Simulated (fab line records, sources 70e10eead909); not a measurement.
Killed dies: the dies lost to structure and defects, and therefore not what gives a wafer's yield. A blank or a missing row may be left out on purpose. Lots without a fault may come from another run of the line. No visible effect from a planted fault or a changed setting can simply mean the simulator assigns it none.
fab line records	flow nand_harc
[record] lots = 12	wafers = 36	last_day = 24
route steps=1159 shown P_M1@308 P_M2@325 END@1159
lots that met no fault: from a run of the same line without faults
start_h: hours from the record's first day to the start of the lot's first wafer shown	wait_h: hours from the lot's prior step to this one	" the same as in the row above	L1.1+2: a row that stands for several wafers	- no value, or no start given	* or withheld: withheld	< > ~ a bound
route shown NAME@n: NAME is a module with steps in the file, n the number in the route of the first one	usual: mean and standard deviation over wafers with no fault	same: alike in all rows	chamber/n: place in a boat	sites: the reading at each site	_std_site: the values' standard deviation	_edge_site: the outer-site mean with the inner-site mean subtracted	radius_mm: how far each site lies from the wafer's centre	mask NAME#n: copy n	behind: the tool/chamber that last shaped the wafer	hold: cause of the lot's hold/its duration in hours/its outcome	device: transistor that didn't switch, given as n, p or np	end of line: the route-end tests of the same wafers	a step without rows: its recipe alone	killed: the dies lost at the first sort to structure and to defects; this is not the yield of the wafer	map: a wafer's dies, marking killed ones x, the rest . and places with no die _
set.NAME: the setting the step ran with; set.NAME@STEP: the setting that earlier step ran with	model.NAME: the simulator's own value behind a step, which no gauge read
route steps across a sampled set of lots; one table per step, one row per wafer
services: from which hour (start_h, from the record's first day; less than 0 if before it) a tool's chamber was out of use, for how many hours, and why
[[steps]]
[step NHARC_P_M1_PVD_21]
[recipe] target_thk_a = 300	chamber_pressure_pa = 5	power_w = 5000	substrate_temp_c = 30	time_s = 20.49	material = Cu
[usual] chamber_pressure_pa = 5.002/0.0093	throttle_valve_pct = 29.5/0.92
lot.wafer	tool	chamber	start_h	wait_h	chamber_pressure_pa	throttle_valve_pct
L404.1	pvd_sputter-01	-	-	-	4.996	29.8
L404.4	"	-	"	"	5.004	29.8
L404.5	"	-	"	"	5.009	28.6
L405.3	pvd_sputter-03	-	-	-	5.011	29.4
L405.2	"	-	"	"	4.992	29.8
L405.4	"	-	"	"	5.007	29.8
L406.1	pvd_sputter-02	-	-	-	4.997	27.7
L406.2	"	-	"	"	4.999	30.8
L406.6	"	-	"	"	4.998	27.9
L407.4	pvd_sputter-03	-	-	-	5.011	30.2
L407.1	"	-	"	"	4.998	30.3
L407.5	"	-	"	"	5.007	29.7
L408.3	pvd_sputter-02	-	-	-	4.982	30.5
L408.6	"	-	"	"	4.996	30.6
L408.5	"	-	"	"	4.998	27.6
L413.2	pvd_sputter-02	-	-	-	4.999	29.4
L413.4	"	-	"	"	4.997	29.9
L413.3	"	-	"	"	4.998	30.8
L414.1	pvd_sputter-01	-	-	-	5.006	29.5
L414.4	"	-	"	"	4.999	30.0
L414.2	"	-	"	"	5.007	27.9
L417.4	pvd_sputter-03	-	-	-	5.018	30.3
L417.1	"	-	"	"	5.008	29.6
L417.6	"	-	"	"	5.010	30.5
L418.2	pvd_sputter-03	-	-	-	5.007	30.1
L418.4	"	-	"	"	4.993	29.7
L418.1	"	-	"	"	5.008	29.8
L423.3	pvd_sputter-02	-	-	-	5.008	30.2
L423.2	"	-	"	"	5.009	27.9
L423.4	"	-	"	"	4.987	29.4
L425.3	pvd_sputter-03	-	-	-	5.007	29.5
L425.2	"	-	"	"	4.993	29.5
L425.5	"	-	"	"	5.010	30.4
L427.2	pvd_sputter-02	-	-	-	5.000	27.6
L427.4	"	-	"	"	4.987	29.7
L427.5	"	-	"	"	4.995	27.7
[step NHARC_P_M2_EXPOSE_06]
[recipe] na = 1.35	target_cd_nm = 170	dose_mj = 80.78	mask_id = P_M2
lot.wafer	tool	chamber	start_h	wait_h	mask
L404.1+4+5	arfi_scanner-01	0	123.69	-	P_M2#0
L405.2+3+4	arfi_scanner-03	0	132.18	-	P_M2#0
L406.1+2+6	arfi_scanner-01	0	133.46	-	P_M2#0
L407.1+4+5	arfi_scanner-01	0	140.34	-	P_M2#0
L408.3+5+6	arfi_scanner-03	0	150.36	-	P_M2#0
L413.2+3+4	arfi_scanner-03	0	182.71	-	P_M2#0
L414.1+2+4	arfi_scanner-01	0	183.16	-	P_M2#0
L417.1+4+6	arfi_scanner-03	0	197.69	-	P_M2#0
L418.1+2+4	arfi_scanner-02	0	206.99	-	P_M2#0
L423.2+3+4	arfi_scanner-01	0	241.52	-	P_M2#0
L425.2+3+5	arfi_scanner-01	0	251.87	-	P_M2#0
L427.2+4+5	arfi_scanner-03	0	255.09	-	P_M2#0
[step NHARC_P_M2_CD_MEAS_09]
[recipe] target_cd_nm = 170	landing_energy_ev = 500
[usual] cd_nm = 170.1/0.61
lot.wafer	tool	chamber	start_h	wait_h	cd_nm
L404.1	cd_sem-01	0	123.83	-	170.8
L404.4	"	0	"	"	170.0
L404.5	"	0	"	"	170.5
L405.2	cd_sem-02	0	132.32	-	170.3
L405.3	"	0	"	"	170.2
L405.4	"	0	"	"	171.3
L406.1	cd_sem-02	0	133.60	-	170.8
L406.2	"	0	"	"	171.0
L406.6	"	0	"	"	169.4
L407.1	cd_sem-03	0	140.47	-	170.5
L407.4	"	0	"	"	170.0
L407.5	"	0	"	"	170.8
L408.3	cd_sem-02	0	150.50	-	170.7
L408.5	"	0	"	"	169.6
L408.6	"	0	"	"	169.6
L413.2	cd_sem-02	0	182.85	-	169.3
L413.3	"	0	"	"	169.0
L413.4	"	0	"	"	170.6
L414.1	cd_sem-01	0	183.30	-	170.5
L414.2	"	0	"	"	170.5
L414.4	"	0	"	"	172.0
L417.1	cd_sem-03	0	197.83	-	170.0
L417.4	"	0	"	"	169.6
L417.6	"	0	"	"	169.3
L418.1	cd_sem-02	0	207.13	-	170.2
L418.2	"	0	"	"	170.3
L418.4	"	0	"	"	169.2
L423.2	cd_sem-03	0	241.66	-	169.2
L423.3	"	0	"	"	170.2
L423.4	"	0	"	"	170.5
L425.2	cd_sem-03	0	252.01	-	170.6
L425.3	"	0	"	"	168.7
L425.5	"	0	"	"	169.9
L427.2	cd_sem-01	0	255.24	-	169.7
L427.4	"	0	"	"	172.7
L427.5	"	0	"	"	169.1
[step NHARC_P_M2_OVL_MEAS_10]
[recipe] pitch_nm = 340
[usual] overlay_x_nm = 0.0/0.85	overlay_y_nm = 0.1/0.61
lot.wafer	tool	chamber	start_h	wait_h	overlay_x_nm	overlay_y_nm
L404.1	overlay-02	-	123.91	-	-1.8	0.2
L404.4	"	-	"	"	-1.1	0.3
L404.5	"	-	"	"	-1.6	0.1
L405.2	overlay-01	-	132.41	-	-0.2	-0.4
L405.3	"	-	"	"	0.0	0.0
L405.4	"	-	"	"	-0.2	0.0
L406.1	overlay-02	-	133.69	-	0.4	0.5
L406.2	"	-	"	"	0.4	-0.3
L406.6	"	-	"	"	1.0	0.0
L407.1	overlay-01	-	140.56	-	1.5	-1.2
L407.4	"	-	"	"	2.0	-0.8
L407.5	"	-	"	"	1.8	-1.1
L408.3	overlay-02	-	150.58	-	0.5	0.8
L408.5	"	-	"	"	0.7	0.1
L408.6	"	-	"	"	0.9	0.4
L413.2	overlay-02	-	182.94	-	0.3	-0.3
L413.3	"	-	"	"	0.7	-0.6
L413.4	"	-	"	"	0.4	-0.2
L414.1	overlay-01	-	183.39	-	-0.1	-1.0
L414.2	"	-	"	"	0.1	-0.3
L414.4	"	-	"	"	-0.4	-0.1
L417.1	overlay-02	-	197.92	-	-0.3	0.2
L417.4	"	-	"	"	-0.5	-0.5
L417.6	"	-	"	"	-0.2	0.2
L418.1	overlay-02	-	207.22	-	-0.4	-0.4
L418.2	"	-	"	"	-0.3	0.2
L418.4	"	-	"	"	-0.3	-0.4
L423.2	overlay-01	-	241.75	-	-0.8	-0.5
L423.3	"	-	"	"	-0.2	-0.6
L423.4	"	-	"	"	0.3	-0.7
L425.2	overlay-01	-	252.09	-	-1.4	1.5
L425.3	"	-	"	"	-1.4	1.4
L425.5	"	-	"	"	-1.1	1.8
L427.2	overlay-01	-	255.32	-	-0.1	0.6
L427.4	"	-	"	"	0.0	0.3
L427.5	"	-	"	"	-0.4	0.3
[step NHARC_P_M2_CD_MEAS_16]
[usual] cd_nm = 169.9/1
lot.wafer	tool	chamber	start_h	wait_h	cd_nm
L404.1	cd_sem-02	-	124.32	-	170.0
L404.4	"	-	"	"	168.9
L404.5	"	-	"	"	169.7
L405.2	cd_sem-01	-	132.81	-	169.9
L405.3	"	-	"	"	168.7
L405.4	"	-	"	"	171.8
L406.1	cd_sem-03	-	134.09	-	171.3
L406.2	"	-	"	"	170.7
L406.6	"	-	"	"	169.5
L407.1	cd_sem-03	-	140.97	-	170.4
L407.4	"	-	"	"	168.4
L407.5	"	-	"	"	170.5
L408.3	cd_sem-01	-	150.99	-	169.0
L408.5	"	-	"	"	169.2
L408.6	"	-	"	"	169.9
L413.2	cd_sem-01	-	183.34	-	168.2
L413.3	"	-	"	"	167.7
L413.4	"	-	"	"	170.3
L414.1	cd_sem-01	-	183.79	-	171.0
L414.2	"	-	"	"	171.8
L414.4	"	-	"	"	172.3
L417.1	cd_sem-03	-	198.32	-	169.6
L417.4	"	-	"	"	168.2
L417.6	"	-	"	"	167.9
L418.1	cd_sem-02	-	207.62	-	168.6
L418.2	"	-	"	"	169.7
L418.4	"	-	"	"	167.8
L423.2	cd_sem-02	-	242.19	-	169.9
L423.3	"	-	"	"	171.1
L423.4	"	-	"	"	171.0
L425.2	cd_sem-03	-	252.52	-	170.8
L425.3	"	-	"	"	168.8
L425.5	"	-	"	"	169.5
L427.2	cd_sem-01	-	255.73	-	170.4
L427.4	"	-	"	"	171.6
L427.5	"	-	"	"	169.6
[step NHARC_END_SORT_01]
[recipe] temp_c = 25
[usual] defect_limited_yield = 95.4/1.5	killed_at_array = 27/9.9	killed_at_other = 0.5/0.76	killed_at_periphery = 3.4/2.2	killed_dies = 31/10	killed_open = 3.3/2	killed_short = 2.0/1.5	sort_bin_2_pct = 1.5/0.64	sort_bin_3_pct = 0.21/0.2	sort_bin_4_pct = 2.9/0.97	sort_n_pass = 646/10	sort_rim_yield_pct = 96.9/2	sort_yield_pct = 95.4/1.5
[same] gross_dies = 677	sort_bin_5_pct[%] = 0	sort_bin_6_pct[%] = 0	sort_bin_7_pct[%] = 0	sort_bin_8_pct[%] = 0	sort_rim_n_gross = 106.00
lot.wafer	tool	chamber	start_h	wait_h	defect_limited_yield[%]	killed_at_array	killed_at_other	killed_at_periphery	killed_dies	killed_open	killed_short	sort_bin_2_pct[%]	sort_bin_3_pct[%]	sort_bin_4_pct[%]	sort_n_pass	sort_rim_yield_pct[%]	sort_yield_pct[%]
L406.1	prober-02	0	446.12	2.6	95.4	27	0	4	31	4	5	1.6	0.15	2.8	646	93.4	95.4
L406.2	prober-02	0	446.92	2.8	96.0	18	1	8	27	3	4	1.0	0	3.0	650	93.4	96.0
L406.6	prober-02	0	450.11	4.0	96.6	16	1	6	23	5	1	1.2	0.30	1.9	654	99.1	96.6
L405.2	prober-02	0	454.67	2.8	95.7	28	0	1	29	1	1	1.5	0	2.8	648	99.1	95.7
L405.3	prober-02	0	455.47	3.1	93.6	39	0	4	43	4	4	1.6	0.44	4.3	634	94.3	93.6
L405.4	prober-02	0	456.27	3.4	94.8	35	0	0	35	2	0	1.5	0.44	3.2	642	97.2	94.8
L404.1	prober-01	0	459.39	2.5	96.6	21	0	2	23	3	1	1.6	0	1.8	654	100.0	96.6
L404.4	prober-01	0	461.80	3.4	96.8	19	0	3	22	4	1	0.4	0	2.8	655	100.0	96.8
L404.5	prober-01	0	462.60	3.7	96.6	19	2	2	23	2	2	1.2	0	2.2	654	97.2	96.6
L407.1	prober-02	0	461.71	2.5	95.9	24	0	4	28	0	4	0.9	0.15	3.1	649	97.2	95.9
L407.4	prober-02	0	464.07	3.4	95.6	28	1	1	30	2	4	1.9	0.30	2.2	647	97.2	95.6
L407.5	prober-02	0	464.86	3.7	93.8	38	0	4	42	8	4	2.1	0	4.1	635	92.5	93.8
L408.3	prober-01	0	468.81	3.1	95.0	31	0	3	34	7	5	1.3	0	3.7	643	99.1	95.0
L408.5	prober-01	0	470.41	3.7	96.8	20	0	2	22	4	2	0.7	0	2.5	655	94.3	96.8
L408.6	prober-01	0	471.21	4.0	97.2	19	0	0	19	4	2	0.7	0.44	1.6	658	99.1	97.2
L414.1	prober-01	0	492.84	2.5	97.2	10	3	6	19	4	0	0.7	0.15	1.9	658	99.1	97.2
L414.2	prober-01	0	493.63	2.8	97.8	9	1	5	15	1	1	0.7	0.15	1.3	662	99.1	97.8
L414.4	prober-01	0	495.22	3.4	97.3	13	0	5	18	3	1	1.0	0.15	1.5	659	96.2	97.3
L413.2	prober-02	0	500.39	2.8	95.6	28	1	1	30	4	1	1.2	0	3.2	647	98.1	95.6
L413.3	prober-02	0	501.20	3.1	96.3	23	2	0	25	0	1	0.6	0.15	3.0	652	100.0	96.3
L413.4	prober-02	0	502.00	3.4	96.3	22	1	2	25	2	0	1.5	0.15	2.1	652	97.2	96.3
L417.1	prober-01	0	509.72	2.5	95.3	28	0	4	32	6	1	2.1	0.15	2.5	645	98.1	95.3
L417.4	prober-01	0	512.11	3.4	95.9	26	0	2	28	4	2	1.8	0.15	2.2	649	94.3	95.9
L417.6	prober-01	0	513.70	4.0	95.7	27	0	2	29	4	3	1.9	0.30	2.1	648	97.2	95.7
L418.1	prober-02	0	517.54	2.5	95.4	30	0	1	31	1	1	2.1	0.59	1.9	646	96.2	95.4
L418.2	prober-02	0	518.34	2.8	94.4	36	1	1	38	2	3	1.5	0.15	4.0	639	96.2	94.4
L418.4	prober-02	0	519.94	3.4	95.0	32	0	2	34	2	3	1.2	0	3.8	643	96.2	95.0
L423.2	prober-02	0	551.04	2.8	93.8	41	0	1	42	1	3	1.3	0.44	4.4	635	99.1	93.8
L423.3	prober-02	0	551.84	3.1	95.1	32	0	1	33	1	1	1.9	0.44	2.5	644	95.3	95.1
L423.4	prober-02	0	552.64	3.4	94.5	37	0	0	37	3	0	1.2	0	4.3	640	98.1	94.5
L427.2	prober-01	0	558.84	2.8	94.1	32	0	8	40	2	5	1.6	0.44	3.8	637	96.2	94.1
L427.4	prober-01	0	560.41	3.3	93.4	42	0	3	45	5	1	2.4	0.15	4.1	632	95.3	93.4
L427.5	prober-01	0	561.19	3.6	92.6	46	1	3	50	7	2	2.8	0.15	4.4	627	96.2	92.6
L425.2	prober-01	0	566.52	2.8	96.0	16	0	11	27	5	1	1.3	0.15	2.5	650	97.2	96.0
L425.3	prober-01	0	567.31	3.1	96.8	17	0	5	22	3	2	1.3	0	1.9	655	95.3	96.8
L425.5	prober-01	0	568.90	3.7	94.4	29	0	9	38	2	3	1.3	0	4.3	639	94.3	94.4
// killed by level:class
L406.1 A_CHANNEL_HOLE_D1:chamber_film_flake=8 A_STAIRCASE:chamber_film_flake=3 A_CONTACT:chamber_film_flake=3 A_CONTACT:geometric_particle:short=2 P_M2:chamber_film_flake=2 A_SLIT:chamber_film_flake=2 A_WL_FILL:chamber_film_flake=2 P_GATE:geometric_particle:short=1
L406.2 A_CHANNEL_HOLE_D1:chamber_film_flake=8 P_GATE:chamber_film_flake=3 P_M2:chamber_film_flake=3 A_CHANNEL_FILL_D1:geometric_particle:open=2 A_WL_FILL:geometric_particle:short=2 A_CONTACT:chamber_film_flake=2 A_CONTACT:geometric_particle:open=1 A_M0:geometric_particle:short=1
L406.6 A_WL_FILL:chamber_film_flake=6 A_CHANNEL_HOLE_D1:chamber_film_flake=4 A_STAIRCASE:chamber_film_flake=2 P_GATE:geometric_particle:open=1 P_M0:geometric_particle:short=1 P_M1:geometric_particle:open=1 A_SGD_CUT:geometric_particle:open=1 A_M0:geometric_particle:open=1
L405.2 A_CHANNEL_HOLE_D1:chamber_film_flake=12 A_SLIT:chamber_film_flake=8 A_STAIRCASE:chamber_film_flake=5 A_CHANNEL_FILL_D1:geometric_particle:short=1 A_M0:geometric_particle:open=1 P_M0:chamber_film_flake=1 A_CONTACT:chamber_film_flake=1
L405.3 A_CHANNEL_HOLE_D1:chamber_film_flake=17 A_SLIT:chamber_film_flake=9 A_ZERO_WELL:chamber_film_flake=3 A_CONTACT:chamber_film_flake=3 A_STAIRCASE:chamber_film_flake=2 P_GATE:geometric_particle:short=1 P_CONTACT:geometric_particle:open=1 P_M1:geometric_particle:open=1
L405.4 A_CHANNEL_HOLE_D1:chamber_film_flake=13 A_SLIT:chamber_film_flake=11 A_CONTACT:chamber_film_flake=4 A_STAIRCASE:chamber_film_flake=2 A_CHANNEL_HOLE_D1:geometric_particle:open=1 A_BLC:geometric_particle:open=1 A_ZERO_WELL:chamber_film_flake=1 A_SGD_CUT:chamber_film_flake=1
L404.1 A_CHANNEL_HOLE_D1:chamber_film_flake=16 P_M0:geometric_particle:open=2 A_STAIRCASE:chamber_film_flake=2 A_CHANNEL_FILL_D1:geometric_particle:short=1 A_SLIT:geometric_particle:open=1 A_SGD_CUT:chamber_film_flake=1
L407.1 A_CHANNEL_HOLE_D1:chamber_film_flake=15 P_STI:chamber_film_flake=2 A_WL_FILL:chamber_film_flake=2 P_CONTACT:geometric_particle:short=1 A_CHANNEL_FILL_D1:geometric_particle:short=1 A_SGD_CUT:geometric_particle:short=1 A_WL_FILL:geometric_particle:short=1 P_ZERO_WELL:chamber_film_flake=1
L404.4 A_CHANNEL_HOLE_D1:chamber_film_flake=11 A_STAIRCASE:chamber_film_flake=3 P_GATE:geometric_particle:open=1 P_M0:geometric_particle:open=1 A_CHANNEL_HOLE_D1:geometric_particle:short=1 A_SGD_CUT:geometric_particle:open=1 A_M0:geometric_particle:open=1 P_ZERO_WELL:chamber_film_flake=1
L404.5 A_CHANNEL_HOLE_D1:chamber_film_flake=13 A_ONON_D1:geometric_particle:short=2 THIN_TSV:chamber_film_flake=2 P_CONTACT:geometric_particle:open=1 A_CONTACT:geometric_particle:open=1 P_ZERO_WELL:chamber_film_flake=1 A_SLIT:chamber_film_flake=1 A_CHANNEL_FILL_D1:chamber_film_flake=1
L407.4 A_CHANNEL_HOLE_D1:chamber_film_flake=12 A_STAIRCASE:chamber_film_flake=5 A_BLC:chamber_film_flake=3 A_WL_FILL:chamber_film_flake=2 A_SOURCE_PLATE:geometric_particle:short=1 A_CHANNEL_FILL_D1:geometric_particle:short=1 A_WL_FILL:geometric_particle:open=1 A_M0:geometric_particle:open=1
L407.5 A_CHANNEL_HOLE_D1:chamber_film_flake=17 A_BLC:chamber_film_flake=4 A_STAIRCASE:chamber_film_flake=3 A_SGD_CUT:geometric_particle:open=2 A_BLC:geometric_particle:open=2 A_WL_FILL:chamber_film_flake=2 P_M0:geometric_particle:short=1 P_M0:geometric_particle:open=1
L408.3 A_SLIT:chamber_film_flake=9 A_CHANNEL_HOLE_D1:chamber_film_flake=7 A_ONON_D1:geometric_particle:open=3 A_CONTACT:geometric_particle:open=2 A_CONTACT:geometric_particle:short=2 P_GATE:geometric_particle:open=1 P_M0:geometric_particle:open=1 A_CHANNEL_HOLE_D1:geometric_particle:short=1
L408.5 A_SLIT:chamber_film_flake=8 A_STAIRCASE:chamber_film_flake=3 A_WL_FILL:geometric_particle:open=2 P_M0:geometric_particle:open=1 A_ONON_D1:geometric_particle:short=1 A_CHANNEL_FILL_D1:geometric_particle:open=1 A_WL_FILL:geometric_particle:short=1 P_STI:chamber_film_flake=1
L408.6 A_CHANNEL_HOLE_D1:chamber_film_flake=5 A_SLIT:chamber_film_flake=4 A_WL_FILL:geometric_particle:short=2 A_CONTACT:geometric_particle:open=2 A_WL_FILL:chamber_film_flake=2 A_ONON_D1:geometric_particle:open=1 A_SGD_CUT:geometric_particle:open=1 A_STAIRCASE:chamber_film_flake=1
L414.1 A_CHANNEL_HOLE_D1:chamber_film_flake=4 P_STI:chamber_film_flake=3 THIN_TSV:chamber_film_flake=3 P_GATE:chamber_film_flake=2 A_STAIRCASE:chamber_film_flake=2 P_M0:geometric_particle:open=1 A_CHANNEL_FILL_D1:geometric_particle:open=1 A_CONTACT:geometric_particle:open=1
L414.2 A_CHANNEL_HOLE_D1:chamber_film_flake=5 A_STAIRCASE:chamber_film_flake=3 P_STI:chamber_film_flake=2 P_GATE:geometric_particle:short=1 P_CONTACT:geometric_particle:open=1 P_ZERO_WELL:chamber_film_flake=1 A_CONTACT:chamber_film_flake=1 THIN_TSV:chamber_film_flake=1
L414.4 A_CONTACT:chamber_film_flake=5 P_M1:chamber_film_flake=3 A_CHANNEL_HOLE_D1:chamber_film_flake=2 A_CHANNEL_HOLE_D1:geometric_particle:open=1 A_BLC:geometric_particle:open=1 A_M0:geometric_particle:short=1 A_M0:geometric_particle:open=1 P_ZERO_WELL:chamber_film_flake=1
L413.2 A_CHANNEL_HOLE_D1:chamber_film_flake=22 P_M0:geometric_particle:short=1 A_WL_FILL:geometric_particle:open=1 A_CONTACT:geometric_particle:open=1 A_M0:geometric_particle:open=1 A_M1:geometric_particle:open=1 A_ZERO_WELL:chamber_film_flake=1 A_STAIRCASE:chamber_film_flake=1
L413.3 A_CHANNEL_HOLE_D1:chamber_film_flake=16 A_STAIRCASE:chamber_film_flake=4 A_WL_FILL:chamber_film_flake=2 A_CHANNEL_FILL_D1:geometric_particle:short=1 THIN_TSV:chamber_film_flake=1 HYBRID_BOND:latent=1
L413.4 A_CHANNEL_HOLE_D1:chamber_film_flake=18 A_WL_FILL:chamber_film_flake=2 P_CONTACT:geometric_particle:open=1 A_M1:geometric_particle:open=1 P_GATE:chamber_film_flake=1 A_CONTACT:chamber_film_flake=1 HYBRID_BOND:latent=1
L417.1 A_SLIT:chamber_film_flake=13 A_CHANNEL_HOLE_D1:chamber_film_flake=4 A_WL_FILL:chamber_film_flake=4 A_CONTACT:chamber_film_flake=2 P_GATE:geometric_particle:open=1 P_CONTACT:geometric_particle:open=1 P_M2:geometric_particle:open=1 A_SOURCE_PLATE:geometric_particle:open=1
L417.4 A_SLIT:chamber_film_flake=13 A_CONTACT:chamber_film_flake=5 A_CHANNEL_HOLE_D1:chamber_film_flake=3 A_CONTACT:geometric_particle:open=2 P_M0:geometric_particle:open=1 P_M2:geometric_particle:short=1 A_ONON_D1:geometric_particle:open=1 A_CHANNEL_HOLE_D1:geometric_particle:short=1
L417.6 A_SLIT:chamber_film_flake=16 A_CHANNEL_HOLE_D1:chamber_film_flake=3 A_CHANNEL_FILL_D1:geometric_particle:short=2 A_CONTACT:chamber_film_flake=2 P_M1:geometric_particle:open=1 A_CHANNEL_FILL_D1:geometric_particle:open=1 A_WL_FILL:geometric_particle:short=1 A_CONTACT:geometric_particle:open=1
L418.1 A_CHANNEL_HOLE_D1:chamber_film_flake=21 A_STAIRCASE:chamber_film_flake=3 A_CONTACT:chamber_film_flake=3 A_SGD_CUT:geometric_particle:short=1 A_SGD_CUT:geometric_particle:open=1 P_GATE:chamber_film_flake=1 A_WL_FILL:chamber_film_flake=1
L418.2 A_CHANNEL_HOLE_D1:chamber_film_flake=24 A_CONTACT:chamber_film_flake=5 A_CONTACT:geometric_particle:open=2 A_SGD_CUT:geometric_particle:short=1 A_CONTACT:geometric_particle:short=1 P_BONDPAD:chamber_film_flake=1 STARTING-WAFER:geometric_particle:short=1 A_CHANNEL_FILL_D1:chamber_film_flake=1
L418.4 A_CHANNEL_HOLE_D1:chamber_film_flake=22 A_WL_FILL:geometric_particle:short=2 A_CONTACT:chamber_film_flake=2 A_SOURCE_PLATE:geometric_particle:open=1 A_CONTACT:geometric_particle:short=1 A_M1:geometric_particle:open=1 P_ZERO_WELL:chamber_film_flake=1 P_GATE:chamber_film_flake=1
L423.2 A_CHANNEL_HOLE_D1:chamber_film_flake=24 A_CONTACT:chamber_film_flake=6 A_CHANNEL_FILL_D1:geometric_particle:short=3 A_CHANNEL_FILL_D1:chamber_film_flake=3 A_WL_FILL:chamber_film_flake=2 A_BLC:geometric_particle:open=1 P_STI:chamber_film_flake=1 A_ZERO_WELL:chamber_film_flake=1
L423.3 A_CHANNEL_HOLE_D1:chamber_film_flake=20 A_CONTACT:chamber_film_flake=5 A_STAIRCASE:chamber_film_flake=3 A_ONON_D1:geometric_particle:short=1 A_WL_FILL:geometric_particle:open=1 P_STI:chamber_film_flake=1 A_ZERO_WELL:chamber_film_flake=1 A_CHANNEL_FILL_D1:chamber_film_flake=1
L423.4 A_CHANNEL_HOLE_D1:chamber_film_flake=16 A_CONTACT:chamber_film_flake=9 A_STAIRCASE:chamber_film_flake=4 A_CHANNEL_FILL_D1:chamber_film_flake=3 A_ONON_D1:geometric_particle:open=1 A_SGD_CUT:geometric_particle:open=1 A_M1:geometric_particle:open=1 A_ZERO_WELL:chamber_film_flake=1
L427.2 A_SLIT:chamber_film_flake=15 A_CHANNEL_HOLE_D1:chamber_film_flake=8 P_GATE:chamber_film_flake=5 A_CONTACT:chamber_film_flake=3 A_WL_FILL:geometric_particle:short=2 P_M0:geometric_particle:short=1 P_M1:geometric_particle:open=1 A_ONON_D1:geometric_particle:short=1
L427.4 A_SLIT:chamber_film_flake=17 A_CHANNEL_HOLE_D1:chamber_film_flake=9 A_STAIRCASE:chamber_film_flake=5 A_CONTACT:chamber_film_flake=4 A_ZERO_WELL:chamber_film_flake=2 P_GATE:geometric_particle:open=1 A_ONON_D1:geometric_particle:open=1 A_CHANNEL_FILL_D1:geometric_particle:short=1
L427.5 A_SLIT:chamber_film_flake=19 A_CHANNEL_HOLE_D1:chamber_film_flake=7 A_STAIRCASE:chamber_film_flake=6 A_CONTACT:chamber_film_flake=5 A_CONTACT:geometric_particle:open=2 P_CONTACT:geometric_particle:open=1 A_ONON_D1:geometric_particle:short=1 A_SGD_CUT:geometric_particle:open=1
L425.2 A_CHANNEL_HOLE_D1:chamber_film_flake=7 P_CONTACT:chamber_film_flake=6 A_STAIRCASE:chamber_film_flake=3 P_M2:chamber_film_flake=2 A_CONTACT:chamber_film_flake=2 P_M0:geometric_particle:open=1 P_M1:geometric_particle:open=1 P_M1:geometric_particle:short=1
L425.3 A_CONTACT:chamber_film_flake=5 P_CONTACT:chamber_film_flake=4 A_CHANNEL_HOLE_D1:chamber_film_flake=4 A_SOURCE_PLATE:geometric_particle:open=1 A_ONON_D1:geometric_particle:open=1 A_SGD_CUT:geometric_particle:open=1 A_CONTACT:geometric_particle:short=1 A_BLC:geometric_particle:short=1
L425.5 A_CHANNEL_HOLE_D1:chamber_film_flake=11 A_CONTACT:chamber_film_flake=9 P_CONTACT:chamber_film_flake=6 A_STAIRCASE:chamber_film_flake=4 A_WL_FILL:geometric_particle:short=2 P_CONTACT:geometric_particle:open=1 P_CONTACT:geometric_particle:short=1 A_CHANNEL_FILL_D1:geometric_particle:open=1
[[services]]
tool	chamber	start_h	hours	kind
arfi_scanner-01	-	100.71	2.0	repair
pvd_sputter-03	-	102.00	10.0	pm
pvd_sputter-03	-	117.59	1.5	repair
arfi_scanner-02	0	121.21	-	calibration
arfi_scanner-03	-	122.45	1.4	repair
arfi_scanner-03	-	140.00	4.0	pm
arfi_scanner-01	-	144.35	1.7	repair
arfi_scanner-01	-	149.28	1.3	repair
pvd_sputter-03	-	155.92	2.0	repair
pvd_sputter-01	-	158.17	10.0	pm
arfi_scanner-03	0	160.29	-	calibration
arfi_scanner-02	-	173.27	10.3	repair
arfi_scanner-01	-	196.99	4.0	pm
arfi_scanner-01	0	210.03	-	calibration
arfi_scanner-01	-	210.56	1.2	repair
pvd_sputter-02	-	214.07	10.0	pm
pvd_sputter-03	-	215.16	12.0	repair
[[key]]
[first_sign] step = NHARC_P_M2_CD_MEAS_09	reading = cd_nm	direction = up	sigmas = 4.2	usual = 170.1	struck = 172.7
effect none on later readings
met_at NHARC_P_M2_EXPOSE_06
struck_lots L427
struck_wafers L427.4
not_acting_at NHARC_P_M1_PVD_21,NHARC_P_M2_OVL_MEAS_10,NHARC_P_M2_CD_MEAS_16
onset_between 197.69 255.09
[fault] kind = process_parameter_drift	tool = arfi_scanner-03	chamber = -	onset_h = 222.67	steps = NHARC_P_M2_EXPOSE_06	channel = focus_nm	offset = 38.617	shape = step	end_h = 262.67	scope = struck_wafers_only
